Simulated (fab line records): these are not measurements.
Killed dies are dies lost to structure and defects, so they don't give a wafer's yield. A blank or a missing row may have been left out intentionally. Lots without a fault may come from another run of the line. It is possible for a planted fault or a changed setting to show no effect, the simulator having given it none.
Chamber matching | flow n5Finfet | N5_FIN_CUT_CUT_ETCH_27 on rieDiel-05: 4 sister chambers
The step etches SiO2 in CHF3/O2, target depth 4 nm, overetch 2 nm, time 4.9 s. 16 wafers are shown with their chamber, then 8 later ones without.

EACH WAFER AND ITS CHAMBER
wafer  | chamber | drypumpMotorCurrentA (A) | throttleValvePct (%) | showerheadPlenumPTorr (Torr)
L075.2 | 3       | 6.4                      | 19.10                | 2.42
L075.3 | 2       | 6.2                      | 19.14                | 2.38
L075.4 | 2       | 6.2                      | 19.12                | 2.38
L077.1 | 0       | 5.8                      | 18.63                | 2.40
L077.2 | 1       | 5.3                      | 18.52                | 2.47
L077.5 | 2       | 6.2                      | 19.12                | 2.38
L078.1 | 1       | 5.3                      | 18.51                | 2.47
L078.3 | 2       | 6.2                      | 19.14                | 2.38
L078.5 | 1       | 5.4                      | 18.52                | 2.47
L084.1 | 2       | 6.2                      | 19.16                | 2.38
L084.2 | 0       | 5.8                      | 18.65                | 2.40
L084.4 | 1       | 5.4                      | 18.54                | 2.47
L086.1 | 0       | 5.8                      | 18.66                | 2.39
L086.4 | 1       | 5.4                      | 18.54                | 2.46
L086.6 | 0       | 5.8                      | 18.66                | 2.39
L090.1 | 3       | 6.4                      | 19.14                | 2.41

SIGNATURES, as means of the wafers listed above
reading               | chamber 0 | chamber 1 | chamber 2 | chamber 3 | scatter within a chamber
drypumpMotorCurrentA  | 5.800     | 5.360     | 6.200     | 6.400     | 0.0316
throttleValvePct      | 18.6500   | 18.5260   | 19.1360   | 19.1200   | 0.0164
showerheadPlenumPTorr | 2.3950    | 2.4680    | 2.3800    | 2.4150    | 0.00438
Rule: for a wafer and a chamber, the distance is found by dividing, reading by reading, the gap between the wafer's reading and the chamber's mean by the reading's scatter, squaring, summing and taking the root. If the next closest chamber is less than 2 further off than the closest, the wafer can't be placed; otherwise it belongs to the closest. The scatter is the square root of a quotient: the sum, over the shown wafers, of each reading's squared deviation from its chamber's mean, divided by wafers minus chambers.

WAFERS WITH NO CHAMBER GIVEN
wafer  | drypumpMotorCurrentA (A) | throttleValvePct (%) | showerheadPlenumPTorr (Torr)
L090.4 | 5.9                      | 18.68                | 2.39
L090.5 | 5.4                      | 18.56                | 2.46
L091.1 | 6.4                      | 19.13                | 2.41
L091.4 | 6.3                      | 19.12                | 2.41
L091.6 | 5.4                      | 18.55                | 2.46
L092.1 | 6.4                      | 19.13                | 2.41
L092.2 | 5.8                      | 18.69                | 2.39
L092.5 | 5.3                      | 18.56                | 2.46

WHICH CHAMBER EACH WENT THROUGH
wafer  | from the rows above | in truth
L090.4 | 0                   | 0
L090.5 | 1                   | 1
L091.1 | 3                   | 3
L091.4 | 3                   | 3
L091.6 | 1                   | 1
L092.1 | 3                   | 3
L092.2 | 0                   | 0
L092.5 | 1                   | 1
Placed correctly: 8 of 8. Number that these rows cannot place: 0. Wrongly placed: 0.
